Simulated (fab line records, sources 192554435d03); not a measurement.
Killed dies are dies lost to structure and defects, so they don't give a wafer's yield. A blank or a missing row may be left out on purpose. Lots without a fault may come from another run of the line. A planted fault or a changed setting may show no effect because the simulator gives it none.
fab line records | flow n5_finfet
record lots=24 wafers=72 last_day=17
route steps=1938 shown BEOL_M4@1073 BEOL_M5@1116
lots that met no fault: from a run of the same line without faults
start_h: hours from the record's first day to the start of the lot's first wafer shown | wait_h: hours since the lot's step before | " the same as in the row above | L1.1+2: a row that stands for several wafers | - no value, or no start given | * or withheld: withheld | < > ~ a bound
route shown NAME@n: a module of which the file shows steps, and the number in the route of the first | usual: mean/standard deviation of fault-free wafers | same: alike in all rows | chamber/n: place in a boat | sites: the reading at each site | _std_site: their standard deviation | _edge_site: outer sites' mean less inner sites' | radius_mm: how far each site lies from the wafer's centre | mask NAME#n: copy n | behind: the tool/chamber that last shaped the wafer | hold: why the lot was held/for how many hours/how that ended | device: the transistor (n, p or np) that didn't switch | end of line: the same wafers' tests at the end of the route | a step without rows: its recipe alone | killed: dies lost to structure and defects at the first sort, not the wafer's yield | map: a wafer's dies, x killed, . not, _ none there
set.NAME: the setting as run; set.NAME@STEP: as run at that earlier step | model.NAME: the simulator's own value behind a step, which no gauge read
steps of the route over a sample of lots; a table a step, a row a wafer
services: from which hour (start_h, from the record's first day; less than 0 if before it) a tool's chamber was out of use, for how many hours, and why
## steps
# step N5_BEOL_M4_OCD_MEAS_38
# usual trench_depth_nm=55.5/0.96
# columns lot.wafer tool chamber start_h wait_h trench_depth_nm
L074.2 ocd-02 - 163.87 - 55.1
L074.5 " - " " 55.7
L074.6 " - " " 56.6
L077.1 ocd-02 - 169.09 - 55.2
L077.3 " - " " 56.0
L077.5 " - " " 56.2
L075.3 ocd-02 - 169.45 - 56.8
L075.4 " - " " 53.7
L075.5 " - " " 53.5
L076.2 ocd-02 - 174.02 - 55.9
L076.4 " - " " 56.9
L076.6 " - " " 53.6
L079.1 ocd-01 - 195.56 - 56.2
L079.4 " - " " 55.5
L079.6 " - " " 55.9
L080.1 ocd-01 - 197.94 - 56.1
L080.3 " - " " 55.4
L080.6 " - " " 56.7
L078.1 ocd-01 - 199.19 - 55.3
L078.3 " - " " 55.7
L078.6 " - " " 55.9
L081.1 ocd-01 - 201.54 - 55.8
L081.4 " - " " 54.9
L081.6 " - " " 54.9
L082.1 ocd-01 - 202.31 - 56.1
L082.4 " - " " 56.4
L082.6 " - " " 55.4
L083.1 ocd-01 - 206.16 - 56.3
L083.2 " - " " 54.2
L083.4 " - " " 53.7
L084.3 ocd-01 - 210.79 - 56.2
L084.5 " - " " 56.5
L084.6 " - " " 57.1
L085.2 ocd-02 - 229.90 - 57.5
L085.4 " - " " 56.2
L085.6 " - " " 56.0
L086.1 ocd-02 - 233.44 - 56.8
L086.2 " - " " 54.8
L086.4 " - " " 55.9
L087.2 ocd-01 - 242.65 - 55.6
L087.5 " - " " 56.2
L087.6 " - " " 52.9
L088.2 ocd-02 - 247.73 - 55.7
L088.3 " - " " 55.5
L088.5 " - " " 54.7
L090.1 ocd-01 - 251.92 - 55.9
L090.3 " - " " 56.9
L090.6 " - " " 55.7
L089.2 ocd-01 - 258.62 - 56.5
L089.3 " - " " 56.2
L089.6 " - " " 54.9
L091.4 ocd-01 - 263.84 - 55.5
L091.5 " - " " 54.6
L091.6 " - " " 54.5
L092.1 ocd-01 - 265.26 - 57.3
L092.4 " - " " 55.6
L092.6 " - " " 56.5
L093.1 ocd-02 - 275.65 - 54.5
L093.4 " - " " 55.6
L093.5 " - " " 55.6
L094.2 ocd-02 - 282.31 - 56.6
L094.3 " - " " 56.7
L094.4 " - " " 55.3
L095.1 ocd-01 - 285.44 - 55.1
L095.3 " - " " 54.6
L095.4 " - " " 54.1
L096.2 ocd-02 - 297.63 - 54.7
L096.3 " - " " 54.1
L096.6 " - " " 54.6
L097.1 ocd-02 - 302.44 - 54.2
L097.4 " - " " 54.2
L097.5 " - " " 54.8
# step N5_BEOL_M4_DEGAS_44
# recipe ambient=vacuum temp_c=250 time_s=60
# usual heater_power_w=341/35 susceptor_temp_C=250.03/0.18
# same time_s=60
# columns lot.wafer tool chamber start_h wait_h heater_power_w susceptor_temp_C
L074.2 pvd_sputter-03 - 164.40 0.4 308 250.39
L074.5 " - " " 310 250.13
L074.6 " - " " 357 249.81
L077.1 pvd_sputter-02 - 169.56 0.3 383 249.91
L077.3 " - " " 339 250.27
L077.5 " - " " 327 249.87
L075.3 pvd_sputter-02 - 169.65 0.0 317 249.94
L075.4 " - " " 309 250.07
L075.5 " - " " 315 250.04
L076.2 pvd_sputter-03 - 174.47 0.3 315 250.08
L076.4 " - " " 311 250.13
L076.6 " - " " 354 250.11
L079.1 pvd_sputter-02 - 195.79 0.1 390 250.17
L079.4 " - " " 365 250.26
L079.6 " - " " 365 250.02
L080.1 pvd_sputter-03 - 198.14 0.0 297 250.20
L080.3 " - " " 310 249.82
L080.6 " - " " 303 249.97
L078.1 pvd_sputter-01 - 199.39 0.0 372 249.84
L078.3 " - " " 319 250.08
L078.6 " - " " 366 249.85
L081.1 pvd_sputter-03 - 201.86 0.2 376 249.93
L081.4 " - " " 297 250.04
L081.6 " - " " 383 250.09
L082.1 pvd_sputter-02 - 202.84 0.4 314 249.78
L082.4 " - " " 350 249.89
L082.6 " - " " 301 249.95
L083.1 pvd_sputter-03 - 206.49 0.2 294 250.46
L083.2 " - " " 307 250.18
L083.4 " - " " 393 250.01
L084.3 pvd_sputter-02 - 211.12 0.1 303 250.11
L084.5 " - " " 396 249.88
L084.6 " - " " 367 250.01
L085.2 pvd_sputter-03 - 230.27 0.2 383 250.11
L085.4 " - " " 349 250.14
L085.6 " - " " 310 249.85
L086.1 pvd_sputter-03 - 233.67 0.1 307 249.88
L086.2 " - " " 303 249.87
L086.4 " - " " 387 250.09
L087.2 pvd_sputter-02 - 243.03 0.2 307 249.86
L087.5 " - " " 329 250.30
L087.6 " - " " 392 250.17
L088.2 pvd_sputter-02 - 248.12 0.2 386 250.17
L088.3 " - " " 362 249.70
L088.5 " - " " 385 249.86
L090.1 pvd_sputter-02 - 252.22 0.1 324 250.13
L090.3 " - " " 299 249.94
L090.6 " - " " 393 249.93
L089.2 pvd_sputter-02 - 259.00 0.2 318 250.21
L089.3 " - " " 392 249.79
L089.6 " - " " 360 249.90
L091.4 pvd_sputter-02 - 264.84 0.8 300 250.26
L091.5 " - " " 315 250.04
L091.6 " - " " 385 250.13
L092.1 pvd_sputter-03 - 267.31 1.9 355 250.11
L092.4 " - " " 299 249.91
L092.6 " - " " 389 250.07
L093.1 pvd_sputter-02 - 277.56 1.8 306 249.90
L093.4 " - " " 365 249.97
L093.5 " - " " 358 249.97
L094.2 pvd_sputter-03 - 282.73 0.3 348 250.53
L094.3 " - " " 316 249.98
L094.4 " - " " 385 250.23
L095.1 pvd_sputter-03 - 285.67 0.1 381 249.84
L095.3 " - " " 312 249.89
L095.4 " - " " 355 249.83
L096.2 pvd_sputter-01 - 298.01 0.2 292 250.25
L096.3 " - " " 367 249.93
L096.6 " - " " 364 250.09
L097.1 pvd_sputter-03 - 302.82 0.2 308 250.03
L097.4 " - " " 385 249.88
L097.5 " - " " 309 250.08
# step N5_BEOL_M4_SPUTTER_88
# recipe material=Cu target_thk_a=45 temp_c=-20 chamber_pressure_pa=0.07 power_w=withheld time_s=8.29
# usual chamber_pressure_pa=0.06999/0.00013 susceptor_temp_C=-20.02/0.1 throttle_valve_pct=29.7/1.3
# same time_s=8.29
# columns lot.wafer tool chamber start_h wait_h chamber_pressure_pa susceptor_temp_C throttle_valve_pct
L074.2 pvd_sputter-03 - 166.12 0.1 0.07008 -20.03 29.7
L074.5 " - " " 0.07021 -20.06 27.9
L074.6 " - " " 0.06992 -20.06 31.3
L077.1 pvd_sputter-01 - 171.11 0.1 0.07026 -19.84 31.3
L077.3 " - " " 0.07038 -19.95 29.4
L077.5 " - " " 0.06995 -19.96 30.2
L075.3 pvd_sputter-03 - 171.21 0.1 0.06994 -19.89 31.3
L075.4 " - " " 0.07001 -19.89 31.6
L075.5 " - " " 0.06996 -20.14 27.8
L076.2 pvd_sputter-01 - 176.03 0.1 0.07003 -19.92 28.9
L076.4 " - " " 0.06995 -20.07 31.3
L076.6 " - " " 0.07012 -19.97 31.2
L079.1 pvd_sputter-01 - 197.26 0.1 0.06977 -19.78 28.6
L079.4 " - " " 0.07013 -20.17 31.1
L079.6 " - " " 0.07012 -20.05 31.2
L080.1 pvd_sputter-02 - 199.56 0.1 0.06988 -19.86 27.7
L080.3 " - " " 0.06991 -20.16 29.9
L080.6 " - " " 0.07 -20.02 29.3
L078.1 pvd_sputter-01 - 201.06 0.1 0.06982 -19.94 29.0
L078.3 " - " " 0.06998 -19.88 30.2
L078.6 " - " " 0.06978 -20.18 31.4
L081.1 pvd_sputter-03 - 203.53 0.1 0.07001 -20.06 31.4
L081.4 " - " " 0.0699 -20.01 29.7
L081.6 " - " " 0.06991 -20.09 28.0
L082.1 pvd_sputter-02 - 204.41 0.1 0.06989 -19.97 29.3
L082.4 " - " " 0.06992 -20.07 27.9
L082.6 " - " " 0.06982 -20.05 28.0
L083.1 pvd_sputter-01 - 209.26 0.1 0.06983 -20.14 31.0
L083.2 " - " " 0.06997 -19.96 29.2
L083.4 " - " " 0.07007 -20.02 30.4
L084.3 pvd_sputter-01 - 212.83 0.1 0.06996 -19.98 28.4
L084.5 " - " " 0.07005 -19.99 29.3
L084.6 " - " " 0.06997 -20.24 31.2
L085.2 pvd_sputter-02 - 231.91 0.1 0.0702 -19.85 29.6
L085.4 " - " " 0.07015 -20.04 29.5
L085.6 " - " " 0.0702 -20.03 29.5
L086.1 pvd_sputter-01 - 235.15 0.1 0.07011 -20.14 30.0
L086.2 " - " " 0.0701 -20.01 28.4
L086.4 " - " " 0.06994 -20.11 29.1
L087.2 pvd_sputter-03 - 245.19 0.1 0.07009 -20.03 28.0
L087.5 " - " " 0.06997 -20.07 28.0
L087.6 " - " " 0.07 -19.90 32.2
L088.2 pvd_sputter-03 - 249.81 0.1 0.07002 -20.06 28.0
L088.3 " - " " 0.07004 -20.15 32.1
L088.5 " - " " 0.07004 -20.03 32.0
L090.1 pvd_sputter-01 - 253.65 0.1 0.06994 -20.03 30.2
L090.3 " - " " 0.07 -20.03 29.2
L090.6 " - " " 0.07008 -19.98 31.3
L089.2 pvd_sputter-01 - 260.77 0.1 0.06988 -20.11 28.5
L089.3 " - " " 0.06983 -20.04 31.3
L089.6 " - " " 0.06995 -19.88 31.3
L091.4 pvd_sputter-03 - 266.35 0.1 0.07019 -20.08 27.8
L091.5 " - " " 0.06996 -20.03 29.7
L091.6 " - " " 0.07001 -20.06 32.2
L092.1 pvd_sputter-02 - 269.12 0.1 0.07003 -19.97 29.7
L092.4 " - " " 0.06984 -20.07 30.0
L092.6 " - " " 0.07005 -19.82 29.9
L093.1 pvd_sputter-03 - 279.11 0.1 0.07025 -19.94 32.5
L093.4 " - " " 0.07005 -19.94 31.4
L093.5 " - " " 0.0701 -20.15 27.9
L094.2 pvd_sputter-02 - 284.50 0.1 0.06998 -20.01 29.7
L094.3 " - " " 0.07006 -20.15 29.7
L094.4 " - " " 0.06994 -19.84 28.1
L095.1 pvd_sputter-01 - 287.18 0.1 0.06987 -19.93 28.3
L095.3 " - " " 0.06995 -19.85 31.2
L095.4 " - " " 0.07031 -19.98 29.1
L096.2 pvd_sputter-01 - 299.69 0.1 0.06998 -20.08 31.4
L096.3 " - " " 0.06993 -20.14 29.4
L096.6 " - " " 0.06987 -20.05 28.4
L097.1 pvd_sputter-02 - 304.40 0.1 0.06991 -19.99 29.5
L097.4 " - " " 0.07002 -20.05 28.0
L097.5 " - " " 0.06998 -20.06 29.9
# step N5_BEOL_M5_HM_DEP_02
# recipe material=TiN target_thk_a=200 temp_c=25 chamber_pressure_pa=0.49996
# usual chamber_pressure_pa=0.5000/0.00099 susceptor_temp_C=25.01/0.12 throttle_valve_pct=29.8/1.4
# columns lot.wafer tool chamber start_h wait_h chamber_pressure_pa susceptor_temp_C throttle_valve_pct
L074.2 pvd_sputter-03 - 169.73 0.0 0.5013 25.01 30.0
L074.5 " - " " 0.5011 25.07 29.9
L074.6 " - " " 0.4992 25.05 31.4
L077.1 pvd_sputter-01 - 174.95 0.3 0.5003 25.20 28.6
L077.3 " - " " 0.4994 24.87 31.1
L077.5 " - " " 0.4998 25.00 31.2
L075.3 pvd_sputter-01 - 175.05 0.2 0.4994 24.78 29.1
L075.4 " - " " 0.5005 25.01 31.0
L075.5 " - " " 0.5006 24.90 29.3
L076.2 pvd_sputter-03 - 179.94 0.3 0.4996 24.84 30.0
L076.4 " - " " 0.5005 24.82 31.6
L076.6 " - " " 0.4995 24.89 31.4
L079.1 pvd_sputter-03 - 201.72 0.5 0.4995 25.02 32.0
L079.4 " - " " 0.4999 24.94 29.9
L079.6 " - " " 0.4998 25.04 32.1
L080.1 pvd_sputter-02 - 203.19 0.0 0.4983 25.10 27.6
L080.3 " - " " 0.4995 24.90 29.6
L080.6 " - " " 0.4991 24.81 29.9
L078.1 pvd_sputter-02 - 205.61 0.8 0.5001 25.01 29.6
L078.3 " - " " 0.4991 25.04 28.0
L078.6 " - " " 0.5009 25.04 29.8
L081.1 pvd_sputter-01 - 210.62 3.3 0.4997 24.93 29.1
L081.4 " - " " 0.5008 25.09 29.9
L081.6 " - " " 0.5009 24.90 28.5
L082.1 pvd_sputter-02 - 210.74 2.7 0.5002 24.94 27.6
L082.4 " - " " 0.5014 25.04 29.2
L082.6 " - " " 0.4998 24.96 29.8
L083.1 pvd_sputter-03 - 213.38 0.5 0.5001 24.93 29.6
L083.2 " - " " 0.5010 24.87 32.0
L083.4 " - " " 0.4998 24.96 27.9
L084.3 pvd_sputter-02 - 217.45 1.0 0.5020 25.07 27.9
L084.5 " - " " 0.5001 24.99 27.6
L084.6 " - " " 0.5016 25.00 29.7
L085.2 pvd_sputter-03 - 236.80 1.3 0.4996 24.90 29.8
L085.4 " - " " 0.5005 25.21 32.3
L085.6 " - " " 0.4991 25.10 32.4
L086.1 pvd_sputter-02 - 239.12 0.4 0.5004 24.83 29.6
L086.2 " - " " 0.5002 25.23 30.0
L086.4 " - " " 0.4993 24.70 29.6
L087.2 pvd_sputter-03 - 250.95 2.2 0.5029 25.28 29.6
L087.5 " - " " 0.5014 24.92 27.7
L087.6 " - " " 0.5011 24.97 32.2
L088.2 pvd_sputter-03 - 254.10 0.7 0.4990 24.95 31.5
L088.3 " - " " 0.5012 25.07 28.2
L088.5 " - " " 0.4994 24.90 32.2
L090.1 pvd_sputter-02 - 258.71 1.5 0.4997 25.03 27.9
L090.3 " - " " 0.5011 25.21 29.5
L090.6 " - " " 0.4993 25.08 29.9
L089.2 pvd_sputter-02 - 266.21 1.2 0.4987 25.09 29.6
L089.3 " - " " 0.5002 24.92 29.8
L089.6 " - " " 0.5008 25.09 29.9
L091.4 pvd_sputter-01 - 271.82 1.9 0.5003 25.06 30.4
L091.5 " - " " 0.4996 24.84 31.4
L091.6 " - " " 0.4996 25.17 29.4
L092.1 pvd_sputter-01 - 274.39 1.2 0.5012 25.18 30.5
L092.4 " - " " 0.4999 25.06 28.4
L092.6 " - " " 0.4988 25.01 28.3
L093.1 pvd_sputter-03 - 283.25 0.6 0.4992 24.95 32.0
L093.4 " - " " 0.4993 24.87 27.9
L093.5 " - " " 0.5007 24.99 29.7
L094.2 pvd_sputter-03 - 290.17 1.4 0.5010 24.95 29.7
L094.3 " - " " 0.4999 25.07 31.6
L094.4 " - " " 0.4974 24.88 28.0
L095.1 pvd_sputter-01 - 291.78 1.0 0.5005 25.20 29.3
L095.3 " - " " 0.5000 24.98 31.0
L095.4 " - " " 0.4995 25.03 28.3
L096.2 pvd_sputter-03 - 303.34 0.1 0.4992 25.11 30.0
L096.3 " - " " 0.4979 25.00 28.1
L096.6 " - " " 0.4998 24.98 27.9
L097.1 pvd_sputter-01 - 308.68 0.5 0.4985 25.00 28.4
L097.4 " - " " 0.5010 24.96 30.2
L097.5 " - " " 0.4989 25.07 30.1
# step N5_BEOL_M5_ETCH_72
# recipe chemistry=N2/H2 target=underlayer target_depth_a=65 mask_material=CAR-EUV time_s=5.2 ion_energy_ev=200 pressure_mtorr=30 source_w=840 bias_w=150 n2_flow_sccm=200 h2_flow_sccm=200 ends=cleared
# usual drypump_motor_current_A=5.7/0.56 etch_rf_on_time_s=5.15/0.092 oes_product_au=0.69/0.085 rf_vpp_V=525/3.1 showerhead_plenum_p_Torr=2.57/0.1 throttle_valve_pct=17.79/0.25
# columns lot.wafer tool chamber start_h wait_h drypump_motor_current_A etch_rf_on_time_s oes_product_au rf_hours_counter_h rf_vpp_V showerhead_plenum_p_Torr throttle_valve_pct
L074.2 rie_diel-05 0 170.28 0.0 4.7 5.10 0.76 35 522 2.48 17.59
L074.5 " 2 " " 6.2 5.28 0.60 - 521 2.43 17.91
L074.6 " 3 " " 6.8 5.17 0.66 - 522 2.45 17.85
L077.1 rie_diel-03 0 175.50 0.0 5.4 5.24 0.59 227 527 2.61 17.89
L077.3 " 3 " " 5.2 5.19 0.66 123 519 2.35 17.68
L077.5 " 0 " " 5.4 5.22 0.61 - 527 2.61 17.88
L075.3 rie_diel-01 1 175.72 0.0 5.8 5.01 0.79 28 527 2.70 17.54
L075.4 " 1 " " 5.8 5.06 0.79 - 527 2.70 17.55
L075.5 " 3 " " 4.9 5.26 0.57 - 525 2.61 17.87
L076.2 rie_diel-01 2 180.57 0.0 6.4 5.15 0.64 184 529 2.64 18.31
L076.4 " 1 " " 5.8 5.07 0.79 - 528 2.70 17.55
L076.6 " 0 " " 6.0 5.19 0.59 - 525 2.62 18.08
L079.1 rie_diel-03 2 202.27 0.0 5.2 5.28 0.63 157 524 2.64 17.71
L079.4 " 1 " " 5.5 5.21 0.62 179 528 2.63 17.73
L079.6 " 1 " " 5.5 5.22 0.63 - 528 2.63 17.72
L080.1 rie_diel-03 2 204.15 0.0 5.1 5.31 0.63 158 526 2.64 17.70
L080.3 " 0 " " 5.4 5.26 0.59 234 526 2.60 17.89
L080.6 " 2 " " 5.1 5.23 0.63 - 527 2.64 17.69
L078.1 rie_diel-03 0 206.23 0.0 5.3 5.21 0.59 235 526 2.60 17.89
L078.3 " 2 " " 5.2 5.21 0.63 158 528 2.64 17.71
L078.6 " 2 " " 5.2 5.14 0.63 - 527 2.64 17.69
L081.1 rie_diel-01 2 211.37 0.0 6.3 5.14 0.63 194 528 2.63 18.30
L081.4 " 1 " " 5.8 5.10 0.77 - 528 2.70 17.56
L081.6 " 3 " " 4.9 4.96 0.82 - 526 2.61 17.45
L082.1 rie_diel-03 1 211.71 0.0 5.5 5.24 0.62 183 528 2.63 17.73
L082.4 " 3 " " 5.2 5.21 0.64 133 520 2.35 17.70
L082.6 " 1 " " 5.4 5.23 0.62 - 528 2.63 17.73
L083.1 rie_diel-01 1 213.93 0.0 5.8 5.02 0.76 43 529 2.70 17.56
L083.2 " 2 " " 6.4 5.21 0.63 195 528 2.63 18.28
L083.4 " 1 " " 5.8 5.07 0.75 - 528 2.70 17.56
L084.3 rie_diel-05 0 218.00 0.0 4.7 5.05 0.74 51 523 2.47 17.59
L084.5 " 2 " " 6.2 5.24 0.60 - 519 2.42 17.96
L084.6 " 1 " " 6.0 5.15 0.82 - 524 2.51 17.96
L085.2 rie_diel-01 3 237.38 0.0 4.9 5.06 0.80 13 526 2.61 17.47
L085.4 " 0 " " 6.0 5.08 0.85 4 523 2.61 17.71
L085.6 " 1 " " 5.8 5.09 0.76 - 528 2.69 17.57
L086.1 rie_diel-01 1 239.80 0.0 5.8 5.11 0.75 52 527 2.69 17.58
L086.2 " 2 " " 6.4 5.19 0.62 204 527 2.63 18.31
L086.4 " 0 " " 6.0 5.07 0.85 5 525 2.61 17.68
L087.2 rie_diel-01 1 251.62 0.0 5.8 5.03 0.74 56 528 2.69 17.57
L087.5 " 0 " " 6.0 5.00 0.83 - 524 2.61 17.71
L087.6 " 1 " " 5.8 4.98 0.76 - 527 2.69 17.58
L088.2 rie_diel-01 0 254.78 0.0 6.0 5.05 0.84 10 525 2.61 17.71
L088.3 " 1 " " 5.8 5.12 0.75 57 531 2.69 17.60
L088.5 " 3 " " 4.9 5.05 0.78 - 527 2.60 17.48
L090.1 rie_diel-05 3 260.08 0.0 6.8 5.15 0.64 171 520 2.44 17.92
L090.3 " 1 " " 6.0 5.18 0.78 17 522 2.50 17.98
L090.6 " 1 " " 6.0 5.15 0.78 - 525 2.50 17.99
L089.2 rie_diel-05 1 266.77 0.0 6.0 5.13 0.79 19 523 2.50 17.99
L089.3 " 3 " " 6.8 5.09 0.64 172 519 2.44 17.93
L089.6 " 3 " " 6.7 5.15 0.65 - 522 2.44 17.95
L091.4 rie_diel-01 0 272.60 0.0 6.0 5.07 0.81 16 524 2.61 17.72
L091.5 " 2 " " 6.3 5.16 0.62 - 528 2.63 18.35
L091.6 " 1 " " 5.8 5.08 0.75 - 527 2.69 17.59
L092.1 rie_diel-03 1 275.07 0.0 5.5 5.06 0.62 205 528 2.62 17.81
L092.4 " 1 " " 5.4 5.13 0.62 - 523 2.62 17.77
L092.6 " 2 " " 5.2 5.19 0.63 - 528 2.64 17.73
L093.1 rie_diel-03 3 283.80 0.0 5.2 5.23 0.62 158 519 2.34 17.76
L093.4 " 1 " " 5.5 5.17 0.62 209 525 2.62 17.78
L093.5 " 2 " " 5.1 5.28 0.62 - 527 2.63 17.74
L094.2 rie_diel-01 0 290.72 0.0 6.0 5.11 0.80 23 525 2.60 17.74
L094.3 " 3 " " 4.9 5.04 0.76 31 527 2.60 17.50
L094.4 " 2 " " 6.4 5.19 0.61 211 525 2.63 18.36
L095.1 rie_diel-05 0 292.41 0.0 4.7 5.04 0.71 74 523 2.46 17.62
L095.3 " 1 " " 6.0 5.10 0.77 27 523 2.50 18.02
L095.4 " 3 " " 6.8 5.18 0.64 181 522 2.43 17.91
L096.2 rie_diel-03 3 303.91 0.0 5.2 5.27 0.63 166 516 2.34 17.77
L096.3 " 2 " " 5.1 5.35 0.61 188 525 2.63 17.75
L096.6 " 0 " " 5.4 5.01 0.82 - 525 2.59 17.52
L097.1 rie_diel-01 0 309.29 0.0 6.0 5.00 0.80 29 526 2.60 17.69
L097.4 " 3 " " 4.9 4.99 0.75 38 525 2.60 17.51
L097.5 " 3 " " 4.9 5.02 0.75 - 526 2.59 17.53
# step N5_BEOL_M5_ETCH_68
# recipe chemistry=N2/H2 target=SOC target_depth_a=800 overetch_a=160 mask_material=SiARC temp_c=40 time_s=120 ion_energy_ev=200 pressure_mtorr=30 source_w=840 bias_w=150 n2_flow_sccm=200 h2_flow_sccm=200
# usual drypump_motor_current_A=5.8/0.65 oes_product_au=0.61/0.071 rf_vpp_V=523.4/2.9 showerhead_plenum_p_Torr=2.53/0.1 throttle_valve_pct=17.82/0.24
# same time_s=120
# columns lot.wafer tool chamber start_h wait_h drypump_motor_current_A oes_product_au rf_hours_counter_h rf_vpp_V showerhead_plenum_p_Torr throttle_valve_pct
L074.2 rie_diel-05 1 173.45 0.0 6.0 0.52 248 523.9 2.51 18.31
L074.5 " 2 " " 6.2 0.55 - 520.4 2.43 17.88
L074.6 " 1 " " 6.0 0.52 - 522.0 2.51 18.32
L075.3 rie_diel-05 2 177.92 0.0 6.2 0.55 172 520.3 2.43 17.86
L075.4 " 3 " " 6.7 0.59 143 519.8 2.45 17.81
L075.5 " 1 " " 6.0 0.52 - 523.9 2.51 18.32
L077.1 rie_diel-01 2 177.93 0.0 6.4 0.56 182 524.4 2.64 18.27
L077.3 " 1 " " 5.8 0.69 30 527.8 2.70 17.49
L077.5 " 1 " " 5.8 0.69 - 527.9 2.70 17.50
L076.2 rie_diel-01 0 183.79 0.0 6.0 0.53 250 525.5 2.61 18.04
L076.4 " 1 " " 5.8 0.69 - 528.4 2.70 17.50
L076.6 " 2 " " 6.4 0.57 - 526.4 2.64 18.26
L079.1 rie_diel-05 3 203.67 0.0 6.8 0.58 154 521.4 2.44 17.84
L079.4 " 2 " " 6.3 0.55 182 519.5 2.42 17.89
L079.6 " 0 " " 4.7 0.66 - 522.0 2.48 17.56
L080.1 rie_diel-05 0 205.33 0.0 4.7 0.65 48 524.5 2.47 17.55
L080.3 " 2 " " 6.2 0.54 183 520.9 2.42 17.89
L080.6 " 1 " " 6.0 0.75 - 522.5 2.51 17.92
L078.1 rie_diel-05 2 210.39 0.0 6.2 0.54 184 520.6 2.42 17.91
L078.3 " 3 " " 6.8 0.58 156 520.6 2.44 17.84
L078.6 " 1 " " 6.0 0.74 - 523.4 2.51 17.90
L081.1 rie_diel-05 1 212.52 0.0 6.0 0.74 3 523.4 2.51 17.92
L081.4 " 2 " " 6.2 0.54 185 521.9 2.42 17.89
L081.6 " 3 " " 6.8 0.58 - 520.8 2.44 17.85
L082.1 rie_diel-01 3 213.21 0.0 4.9 0.72 5 525.8 2.61 17.41
L082.4 " 2 " " 6.4 0.56 - 527.2 2.63 18.28
L082.6 " 3 " " 4.9 0.72 - 526.9 2.61 17.41
L083.1 rie_diel-01 2 217.30 0.0 6.4 0.56 197 526.9 2.63 18.29
L083.2 " 3 " " 4.9 0.72 6 526.3 2.61 17.41
L083.4 " 2 " " 6.4 0.56 - 526.2 2.63 18.29
L084.3 rie_diel-03 2 219.71 0.0 5.2 0.57 162 526.7 2.64 17.69
L084.5 " 3 " " 5.2 0.59 - 519.0 2.35 17.65
L084.6 " 0 " " 5.4 0.54 - 527.1 2.60 17.87
L085.2 rie_diel-01 2 238.39 0.0 6.4 0.56 204 526.2 2.63 18.30
L085.4 " 0 " " 6.0 0.76 4 526.1 2.61 17.66
L085.6 " 2 " " 6.4 0.56 - 526.5 2.63 18.29
L086.1 rie_diel-03 3 241.45 0.0 5.2 0.58 142 520.0 2.35 17.67
L086.2 " 1 " " 5.4 0.56 192 526.8 2.63 17.72
L086.4 " 2 " " 5.2 0.56 169 525.6 2.64 17.69
L087.2 rie_diel-03 1 252.53 0.0 5.4 0.55 196 527.8 2.63 17.72
L087.5 " 3 " " 5.2 0.58 - 519.1 2.34 17.69
L087.6 " 1 " " 5.5 0.55 - 525.3 2.63 17.71
L088.2 rie_diel-05 2 259.03 0.0 6.2 0.54 198 521.1 2.42 17.93
L088.3 " 0 " " 4.7 0.64 64 521.4 2.47 17.57
L088.5 " 2 " " 6.2 0.53 - 520.5 2.42 17.90
L090.1 rie_diel-03 3 262.06 0.0 5.2 0.57 150 517.9 2.34 17.68
L090.3 " 1 " " 5.4 0.55 200 526.8 2.63 17.74
L090.6 " 3 " " 5.2 0.57 - 517.2 2.34 17.68
L089.2 rie_diel-01 0 268.43 0.0 6.0 0.72 15 525.4 2.61 17.67
L089.3 " 3 " " 4.9 0.68 24 525.5 2.60 17.43
L089.6 " 0 " " 6.0 0.72 - 525.3 2.61 17.68
L091.4 rie_diel-01 0 273.70 0.0 6.0 0.72 17 524.2 2.60 17.67
L091.5 " 0 " " 6.0 0.72 - 525.1 2.61 17.67
L091.6 " 1 " " 5.8 0.66 - 527.7 2.69 17.54
L092.1 rie_diel-05 3 277.23 0.0 6.8 0.57 176 520.4 2.43 17.87
L092.4 " 1 " " 6.0 0.69 22 521.8 2.50 17.94
L092.6 " 3 " " 6.8 0.57 - 521.7 2.44 17.88
L093.1 rie_diel-05 3 284.91 0.0 6.8 0.57 178 521.0 2.43 17.87
L093.4 " 0 " " 4.7 0.63 71 520.9 2.47 17.57
L093.5 " 2 " " 6.2 0.53 - 520.0 2.41 17.93
L094.2 rie_diel-05 2 291.64 0.0 6.2 0.53 209 519.1 2.41 17.96
L094.3 " 3 " " 6.8 0.56 181 519.8 2.43 17.88
L094.4 " 0 " " 4.7 0.63 73 521.0 2.46 17.60
L095.1 rie_diel-05 1 296.80 0.0 6.0 0.68 28 521.3 2.50 17.95
L095.3 " 2 " " 6.2 0.53 211 520.3 2.41 17.93
L095.4 " 0 " " 4.7 0.62 75 521.2 2.46 17.59
L096.2 rie_diel-05 0 305.43 0.0 4.7 0.62 77 520.8 2.46 17.60
L096.3 " 2 " " 6.2 0.52 213 520.1 2.41 17.94
L096.6 " 3 " " 6.8 0.56 - 520.9 2.43 17.90
L097.1 rie_diel-05 1 311.89 0.0 6.0 0.68 32 522.9 2.50 17.96
L097.4 " 0 " " 4.7 0.62 79 521.3 2.46 17.61
L097.5 " 2 " " 6.2 0.53 - 520.9 2.41 17.95
## services
# columns tool chamber start_h hours kind
rie_diel-01 0 171.33 5.5 repair
rie_diel-01 3 177.07 - clean
rie_diel-01 3 177.07 - consumable_replace:focus_ring
rie_diel-01 3 177.07 20.5 scheduled_down
rie_diel-01 3 177.07 20.5 vent_cycle
rie_diel-05 1 180.70 - clean
rie_diel-05 1 180.70 - consumable_replace:focus_ring
rie_diel-01 0 197.61 - clean
rie_diel-01 0 197.61 - consumable_replace:focus_ring
rie_diel-01 0 197.61 26.5 scheduled_down
rie_diel-01 0 197.61 26.5 vent_cycle
rie_diel-01 - 202.49 2.8 pm
rie_diel-01 2 247.19 13.3 repair
rie_diel-03 2 251.67 11.3 repair
rie_diel-03 0 263.00 - clean
rie_diel-03 0 263.00 - consumable_replace:focus_ring
rie_diel-03 0 263.00 18.7 scheduled_down
rie_diel-03 0 263.00 18.7 vent_cycle
rie_diel-01 2 276.08 10.4 repair
rie_diel-03 1 291.76 7.9 repair
## key
fault none
